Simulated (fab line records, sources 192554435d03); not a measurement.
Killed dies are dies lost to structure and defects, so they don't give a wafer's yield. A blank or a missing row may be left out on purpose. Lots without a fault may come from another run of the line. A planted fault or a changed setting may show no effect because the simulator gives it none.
Which tool did it? | flow n5_finfet | 20 lots, 60 wafers sampled, at 6 steps of a route of 1938

WHAT THE GAUGES READ, wafer by wafer
N5_FIN_CUT_INSPECT_17: inspects for defects (brightfield).
lot  | measured    | on                | raw_defect_count
L074 | day 2 05:00 | defect_inspect-01 | 189 225 277
L075 | day 2 10:43 | defect_inspect-01 | 174 290 213
L078 | day 3 05:25 | defect_inspect-01 | 258 250 284
L079 | day 3 14:37 | defect_inspect-01 | 180 312 273
L080 | day 3 18:48 | defect_inspect-02 | 321 338 293
L081 | day 3 23:20 | defect_inspect-01 | 192 155 172
L082 | day 4 05:47 | defect_inspect-01 | 264 225 160
L083 | day 4 10:51 | defect_inspect-02 | 247 131 257
L084 | day 4 15:45 | defect_inspect-01 | 424 307 308
L085 | day 5 00:38 | defect_inspect-02 | 223 353 273
L086 | day 5 05:21 | defect_inspect-01 | 227 236 267
L087 | day 5 11:45 | defect_inspect-02 | 298 306 212
L088 | day 5 16:32 | defect_inspect-01 | 185 292 378
L090 | day 6 04:04 | defect_inspect-01 | 339 338 299
L092 | day 6 16:58 | defect_inspect-01 | 200 198 215
L093 | day 6 22:16 | defect_inspect-01 | 271 336 319
L094 | day 7 03:38 | defect_inspect-01 | 262 274 284
L095 | day 7 09:37 | defect_inspect-01 | 166 247 321
L096 | day 7 16:47 | defect_inspect-01 | 276 331 179
L097 | day 7 21:59 | defect_inspect-02 | 243 185 225

WHICH TOOL RAN EACH LOT (tool, then ch and the chambers of the sampled wafers, then the start)
lot  | N5_FIN_SAQP_ALD_61               | N5_FIN_SAQP_ETCH_57               | N5_FIN_SAQP_ETCH_34               | N5_FIN_CUT_CUT_ETCH_26            | N5_FIN_CUT_CUT_ETCH_27
L074 | ald_sin-03 ch 0,3, day 1 20:29   | rie_diel-01 ch 1,2,3, day 2 01:33 | rie_diel-04 ch 0,1,2, day 2 03:10 | rie_diel-05 ch 0,1,2, day 2 04:29 | rie_diel-05 ch 0,1,2, day 2 04:32
L075 | ald_sin-02 ch 0,3, day 2 03:45   | rie_diel-04 ch 0,1, day 2 07:14   | rie_diel-04 ch 2,3, day 2 08:55   | rie_diel-03 ch 0,1,3, day 2 10:15 | rie_diel-03 ch 0,1,3, day 2 10:17
L078 | ald_sin-03 ch 1,2,3, day 2 20:21 | rie_diel-01 ch 0,2,3, day 3 01:37 | rie_diel-04 ch 2,3, day 3 03:28   | rie_diel-05 ch 0,3, day 3 04:56   | rie_diel-05 ch 0,3, day 3 04:58
L079 | ald_sin-02 ch 0,1,2, day 3 05:34 | rie_diel-01 ch 0,3, day 3 09:59   | rie_diel-01 ch 1,2, day 3 12:39   | rie_diel-05 ch 0,1,2, day 3 14:07 | rie_diel-05 ch 0,1,2, day 3 14:09
L080 | ald_sin-02 ch 1,2, day 3 09:55   | rie_diel-04 ch 0,1,3, day 3 14:47 | rie_diel-06 ch 1,2,3, day 3 16:50 | rie_diel-05 ch 0,2,3, day 3 18:17 | rie_diel-05 ch 0,2,3, day 3 18:20
L081 | ald_sin-03 ch 0,2, day 3 15:41   | rie_diel-01 ch 1,2, day 3 19:26   | rie_diel-06 ch 0,1,3, day 3 21:25 | rie_diel-02 ch 0,2,3, day 3 22:52 | rie_diel-02 ch 0,2,3, day 3 22:55
L082 | ald_sin-04 ch 0,1,3, day 3 22:10 | rie_diel-06 ch 0,2, day 4 01:49   | rie_diel-01 ch 2,3, day 4 03:58   | rie_diel-02 ch 0,2,3, day 4 05:19 | rie_diel-02 ch 0,2,3, day 4 05:21
L083 | ald_sin-03 ch 0,3, day 4 03:38   | rie_diel-04 ch 0,1,2, day 4 07:11 | rie_diel-04 ch 1,2,3, day 4 09:03 | rie_diel-02 ch 0,1,3, day 4 10:22 | rie_diel-02 ch 0,1,3, day 4 10:25
L084 | ald_sin-03 ch 0,1,3, day 4 08:32 | rie_diel-04 ch 1,2, day 4 11:59   | rie_diel-06 ch 1,3, day 4 13:37   | rie_diel-03 ch 2,3, day 4 15:12   | rie_diel-03 ch 2,3, day 4 15:15
L085 | ald_sin-02 ch 0,2,3, day 4 14:22 | rie_diel-01 ch 0,1, day 4 19:17   | rie_diel-01 ch 0,3, day 4 22:20   | rie_diel-02 ch 1,2,3, day 4 23:41 | rie_diel-02 ch 1,2,3, day 4 23:43
L086 | ald_sin-04 ch 0,1,3, day 4 21:32 | rie_diel-01 ch 0,1,2, day 5 01:25 | rie_diel-01 ch 2,3, day 5 03:10   | rie_diel-02 ch 0,1, day 5 04:50   | rie_diel-02 ch 0,1, day 5 04:54
L087 | ald_sin-03 ch 0,1, day 5 04:26   | rie_diel-04 ch 1,2,3, day 5 07:45 | rie_diel-04 ch 0,1, day 5 09:46   | rie_diel-03 ch 2,3, day 5 11:13   | rie_diel-03 ch 2,3, day 5 11:16
L088 | ald_sin-04 ch 0,1,2, day 5 08:50 | rie_diel-01 ch 1,3, day 5 12:56   | rie_diel-01 ch 1,2,3, day 5 14:43 | rie_diel-05 ch 0,2, day 5 16:03   | rie_diel-05 ch 0,2, day 5 16:06
L090 | ald_sin-04 ch 0,1,2, day 5 20:36 | rie_diel-04 ch 2,3, day 6 00:30   | rie_diel-06 ch 0,3, day 6 02:07   | rie_diel-02 ch 0,1,2, day 6 03:35 | rie_diel-02 ch 0,1,2, day 6 03:38
L092 | ald_sin-03 ch 0,1,2, day 6 08:49 | rie_diel-04 ch 0,3, day 6 13:11   | rie_diel-01 ch 0,1,2, day 6 15:02 | rie_diel-05 ch 0,2, day 6 16:29   | rie_diel-05 ch 0,2, day 6 16:32
L093 | ald_sin-02 ch 2,3, day 6 14:20   | rie_diel-01 ch 2,3, day 6 18:14   | rie_diel-06 ch 0,1, day 6 20:05   | rie_diel-03 ch 0,3, day 6 21:46   | rie_diel-03 ch 0,3, day 6 21:49
L094 | ald_sin-02 ch 0,2,3, day 6 20:22 | rie_diel-01 ch 0,1,3, day 6 23:59 | rie_diel-04 ch 0,2,3, day 7 01:37 | rie_diel-05 ch 0,1,3, day 7 03:09 | rie_diel-05 ch 0,1,3, day 7 03:12
L095 | ald_sin-02 ch 1,2,3, day 7 02:19 | rie_diel-06 ch 1,3, day 7 05:39   | rie_diel-04 ch 0,2,3, day 7 07:26 | rie_diel-05 ch 0,2, day 7 08:57   | rie_diel-05 ch 0,2, day 7 09:00
L096 | ald_sin-04 ch 0,1,3, day 7 09:21 | rie_diel-04 ch 0,2,3, day 7 12:57 | rie_diel-01 ch 0,2,3, day 7 14:50 | rie_diel-02 ch 0,1,2, day 7 16:19 | rie_diel-02 ch 0,1,2, day 7 16:22
L097 | ald_sin-02 ch 2,3, day 7 14:28   | rie_diel-04 ch 0,2, day 7 18:16   | rie_diel-06 ch 1,3, day 7 20:02   | rie_diel-05 ch 0,1,2, day 7 21:29 | rie_diel-05 ch 0,1,2, day 7 21:32
- N5_FIN_SAQP_ALD_61: deposits SiO2, target thk 4 nm, pulse time 1 s, purge time 2 s.
- N5_FIN_SAQP_ETCH_57: etches SiNx in CH3F/O2, target depth 32.5 nm, time 46.4 s.
- N5_FIN_SAQP_ETCH_34: etches SiO2 in C4F6/O2, target depth 45 nm, time 15 s.
- N5_FIN_CUT_CUT_ETCH_26: etches SiNx in CH3F/O2, target depth 39 nm, time 55.7 s.
- N5_FIN_CUT_CUT_ETCH_27: etches SiO2 in CHF3/O2, target depth 4 nm, overetch 2 nm, time 4.9 s.

WHAT THE TOOLS THEMSELVES READ (means of the sampled wafers that have a number; where no wafer has one, the mark that the record gives instead)
N5_FIN_SAQP_ALD_61.
lot  | tool       | heater_power_w (W) | precursor_pulse_height_rel
L074 | ald_sin-03 | 504                | 0.999
L075 | ald_sin-02 | 472                | 1.018
L078 | ald_sin-03 | 480                | 0.994
L079 | ald_sin-02 | 484                | 0.996
L080 | ald_sin-02 | 467                | 1.011
L081 | ald_sin-03 | 507                | 0.998
L082 | ald_sin-04 | 492                | 1.004
L083 | ald_sin-03 | 502                | 1.014
L084 | ald_sin-03 | 486                | 0.993
L085 | ald_sin-02 | 472                | 1.031
L086 | ald_sin-04 | 498                | 1.010
L087 | ald_sin-03 | 467                | 0.996
L088 | ald_sin-04 | 511                | 1.001
L090 | ald_sin-04 | 515                | 0.986
L092 | ald_sin-03 | 466                | 0.993
L093 | ald_sin-02 | 484                | 0.992
L094 | ald_sin-02 | 477                | 1.003
L095 | ald_sin-02 | 463                | 0.986
L096 | ald_sin-04 | 500                | 0.999
L097 | ald_sin-02 | 458                | 0.997

N5_FIN_SAQP_ETCH_57.
lot  | tool        | drypump_motor_current_A (A) | etch_rf_on_time_s (s) | oes_product_au (a.u.) | rf_fwd_power_W (W) | rf_vpp_V (V) | showerhead_plenum_p_Torr (Torr) | throttle_valve_pct (%)
L074 | rie_diel-01 | 5.7                         | 47.1                  | 0.69                  | 389.0              | 302          | 2.01                            | 16.52
L075 | rie_diel-04 | 5.7                         | 46.0                  | 0.63                  | 388.0              | 307          | 2.02                            | 16.22
L078 | rie_diel-01 | 5.5                         | 46.4                  | 0.66                  | 387.5              | 296          | 2.00                            | 16.54
L079 | rie_diel-01 | 5.2                         | 45.8                  | 0.66                  | 388.5              | 295          | 2.03                            | 16.45
L080 | rie_diel-04 | 5.9                         | 46.2                  | 0.73                  | 388.5              | 305          | 2.00                            | 16.11
L081 | rie_diel-01 | 5.6                         | 46.1                  | 0.64                  | 390.5              | 301          | 2.02                            | 16.65
L082 | rie_diel-06 | 5.6                         | 45.5                  | 0.76                  | 389.1              | 311          | 1.99                            | 16.02
L083 | rie_diel-04 | 5.7                         | 45.5                  | 0.69                  | 386.9              | 301          | 2.04                            | 16.08
L084 | rie_diel-04 | 5.4                         | 45.6                  | 0.62                  | 388.6              | 299          | 2.03                            | 16.22
L085 | rie_diel-01 | 5.3                         | 45.8                  | 0.75                  | 389.7              | 294          | 2.05                            | 16.21
L086 | rie_diel-01 | 5.5                         | 47.2                  | 0.68                  | 391.2              | 296          | 2.01                            | 16.51
L087 | rie_diel-04 | 5.7                         | 46.6                  | 0.65                  | 389.3              | 297          | 2.02                            | 16.21
L088 | rie_diel-01 | 5.5                         | 46.8                  | 0.72                  | 388.2              | 305          | 2.03                            | 16.37
L090 | rie_diel-04 | 5.7                         | 45.9                  | 0.64                  | 390.5              | 291          | 2.03                            | 16.16
L092 | rie_diel-04 | 6.1                         | 46.1                  | 0.72                  | 387.6              | 302          | 1.98                            | 16.13
L093 | rie_diel-01 | 5.7                         | 46.9                  | 0.63                  | 388.2              | 298          | 1.95                            | 16.74
L094 | rie_diel-01 | 5.4                         | 45.8                  | 0.71                  | 389.3              | 300          | 2.03                            | 16.32
L095 | rie_diel-06 | 6.0                         | 47.0                  | 0.67                  | 389.0              | 288          | 2.04                            | 16.34
L096 | rie_diel-04 | 5.9                         | 44.5                  | 0.69                  | 388.4              | 298          | 2.02                            | 16.13
L097 | rie_diel-04 | 5.7                         | 43.0                  | 0.67                  | 388.6              | 294          | 2.06                            | 16.10

N5_FIN_SAQP_ETCH_34.
lot  | tool        | drypump_motor_current_A (A) | etch_rf_on_time_s (s) | oes_product_au (a.u.) | rf_fwd_power_W (W) | rf_vpp_V (V) | showerhead_plenum_p_Torr (Torr) | throttle_valve_pct (%)
L074 | rie_diel-04 | 5.7                         | 14.9                  | 0.63                  | 335.8              | 673          | 2.91                            | 20.9
L075 | rie_diel-04 | 5.7                         | 14.6                  | 0.68                  | 336.1              | 650          | 2.91                            | 20.9
L078 | rie_diel-04 | 5.9                         | 14.9                  | 0.70                  | 336.7              | 660          | 2.86                            | 20.9
L079 | rie_diel-01 | 5.8                         | 15.3                  | 0.62                  | 336.1              | 666          | 2.81                            | 21.5
L080 | rie_diel-06 | 5.9                         | 14.8                  | 0.70                  | 336.8              | 656          | 2.92                            | 21.2
L081 | rie_diel-06 | 5.9                         | 15.0                  | 0.70                  | 336.1              | 670          | 2.88                            | 20.9
L082 | rie_diel-01 | 5.7                         | 15.4                  | 0.65                  | 334.8              | 667          | 2.79                            | 21.5
L083 | rie_diel-04 | 5.7                         | 14.9                  | 0.66                  | 335.8              | 666          | 2.87                            | 20.9
L084 | rie_diel-06 | 6.0                         | 15.0                  | 0.64                  | 336.0              | 651          | 2.94                            | 21.2
L085 | rie_diel-01 | 5.4                         | 14.7                  | 0.78                  | 335.5              | 671          | 2.88                            | 20.9
L086 | rie_diel-01 | 5.6                         | 15.0                  | 0.70                  | 336.7              | 675          | 2.83                            | 21.2
L087 | rie_diel-04 | 5.7                         | 14.7                  | 0.68                  | 336.4              | 688          | 2.86                            | 20.9
L088 | rie_diel-01 | 5.7                         | 15.1                  | 0.66                  | 336.8              | 676          | 2.84                            | 21.3
L090 | rie_diel-06 | 5.8                         | 15.2                  | 0.73                  | 335.2              | 687          | 2.82                            | 20.7
L092 | rie_diel-01 | 5.5                         | 15.0                  | 0.67                  | 337.1              | 662          | 2.85                            | 21.2
L093 | rie_diel-06 | 5.8                         | 14.9                  | 0.63                  | 336.2              | 676          | 2.89                            | 21.1
L094 | rie_diel-04 | 6.0                         | 14.7                  | 0.69                  | 336.5              | 668          | 2.88                            | 20.8
L095 | rie_diel-04 | 5.9                         | 14.8                  | 0.70                  | 335.3              | 667          | 2.88                            | 20.8
L096 | rie_diel-01 | 5.5                         | 15.1                  | 0.69                  | 336.6              | 662          | 2.83                            | 21.2
L097 | rie_diel-06 | 6.0                         | 15.2                  | 0.66                  | 336.6              | 643          | 2.90                            | 21.1

N5_FIN_CUT_CUT_ETCH_26.
lot  | tool        | drypump_motor_current_A (A) | oes_product_au (a.u.) | rf_fwd_power_W (W) | rf_vpp_V (V) | showerhead_plenum_p_Torr (Torr) | throttle_valve_pct (%)
L074 | rie_diel-05 | 5.7                         | 0.80                  | 389.8              | 294          | 2.03                            | 16.13
L075 | rie_diel-03 | 5.6                         | 0.83                  | 392.1              | 303          | 2.01                            | 16.25
L078 | rie_diel-05 | 6.2                         | 0.83                  | 390.9              | 300          | 1.98                            | 16.44
L079 | rie_diel-05 | 5.8                         | 0.79                  | 391.0              | 296          | 2.03                            | 16.15
L080 | rie_diel-05 | 6.0                         | 0.82                  | 391.5              | 297          | 2.00                            | 16.30
L081 | rie_diel-02 | 5.7                         | 0.83                  | 391.6              | 304          | 1.99                            | 16.23
L082 | rie_diel-02 | 5.8                         | 0.83                  | 391.3              | 304          | 1.99                            | 16.23
L083 | rie_diel-02 | 5.5                         | 0.86                  | 390.6              | 305          | 1.97                            | 16.14
L084 | rie_diel-03 | 6.0                         | 0.76                  | 390.7              | 295          | 2.05                            | 16.26
L085 | rie_diel-02 | 5.8                         | 0.77                  | 391.7              | 301          | 1.98                            | 16.37
L086 | rie_diel-02 | 5.6                         | 0.87                  | 390.6              | 302          | 1.96                            | 16.08
L087 | rie_diel-03 | 6.0                         | 0.76                  | 391.1              | 295          | 2.04                            | 16.28
L088 | rie_diel-05 | 5.9                         | 0.81                  | 389.9              | 293          | 2.01                            | 16.17
L090 | rie_diel-02 | 5.8                         | 0.83                  | 390.5              | 303          | 1.97                            | 16.18
L092 | rie_diel-05 | 5.9                         | 0.76                  | 389.4              | 299          | 1.99                            | 16.29
L093 | rie_diel-03 | 5.7                         | 0.85                  | 391.9              | 303          | 1.97                            | 16.17
L094 | rie_diel-05 | 5.9                         | 0.77                  | 391.4              | 297          | 2.00                            | 16.36
L095 | rie_diel-05 | 5.8                         | 0.80                  | 390.9              | 294          | 2.01                            | 16.20
L096 | rie_diel-02 | 5.9                         | 0.81                  | 391.0              | 302          | 1.97                            | 16.20
L097 | rie_diel-05 | 5.8                         | 0.76                  | 391.7              | 294          | 2.02                            | 16.21

N5_FIN_CUT_CUT_ETCH_27.
lot  | tool        | drypump_motor_current_A (A) | oes_product_au (a.u.) | rf_fwd_power_W (W) | rf_vpp_V (V) | showerhead_plenum_p_Torr (Torr) | throttle_valve_pct (%)
L074 | rie_diel-05 | 5.8                         | 0.64                  | 644.3              | 519          | 2.45                            | 18.59
L075 | rie_diel-03 | 5.6                         | 0.65                  | 645.5              | 533          | 2.42                            | 18.70
L078 | rie_diel-05 | 6.2                         | 0.65                  | 643.7              | 530          | 2.38                            | 18.95
L079 | rie_diel-05 | 5.8                         | 0.62                  | 642.0              | 519          | 2.44                            | 18.61
L080 | rie_diel-05 | 6.1                         | 0.64                  | 644.3              | 523          | 2.40                            | 18.77
L081 | rie_diel-02 | 5.7                         | 0.65                  | 642.7              | 537          | 2.39                            | 18.68
L082 | rie_diel-02 | 5.7                         | 0.64                  | 644.5              | 536          | 2.39                            | 18.68
L083 | rie_diel-02 | 5.5                         | 0.67                  | 643.9              | 537          | 2.37                            | 18.59
L084 | rie_diel-03 | 6.0                         | 0.60                  | 644.3              | 520          | 2.47                            | 18.72
L085 | rie_diel-02 | 5.9                         | 0.62                  | 644.2              | 531          | 2.38                            | 18.79
L086 | rie_diel-02 | 5.6                         | 0.68                  | 641.4              | 533          | 2.35                            | 18.55
L087 | rie_diel-03 | 6.0                         | 0.60                  | 646.5              | 520          | 2.46                            | 18.73
L088 | rie_diel-05 | 5.9                         | 0.64                  | 641.0              | 517          | 2.42                            | 18.61
L090 | rie_diel-02 | 5.8                         | 0.65                  | 644.3              | 532          | 2.37                            | 18.63
L092 | rie_diel-05 | 5.9                         | 0.61                  | 643.9              | 526          | 2.40                            | 18.73
L093 | rie_diel-03 | 5.8                         | 0.66                  | 645.1              | 533          | 2.37                            | 18.65
L094 | rie_diel-05 | 6.0                         | 0.60                  | 645.6              | 525          | 2.41                            | 18.84
L095 | rie_diel-05 | 5.9                         | 0.62                  | 643.3              | 516          | 2.41                            | 18.64
L096 | rie_diel-02 | 5.8                         | 0.64                  | 642.5              | 532          | 2.37                            | 18.64
L097 | rie_diel-05 | 5.8                         | 0.61                  | 645.1              | 518          | 2.43                            | 18.65

THE ANSWER, worked out from the rows above alone
Rule: what is usual is taken from the lots themselves. Put in order of their means at a reading, lots are off if they are a third of the lots or fewer, leave a main group of 4 or more, and stand apart from it by a gap of 3 or more times the standard deviation of the main group's means; of several such gaps the widest counts. A main group whose means are all the same, to the digits that the tables above print for the reading, isn't used. A lot without any number at a reading at which 4 lots or more have one is off too. The other lots that the step has rows for count as sound. The gauges are gone through in route order, then the tools' own readings, and for those a lot's mean is taken as printed above. The first step at which some lot is off is used, and at that step the reading that is off furthest; a lot without a number counts as furthest.
No lot is off at any reading shown: from this, nothing can be told.

WHAT THE SIMULATOR HAD PUT IN
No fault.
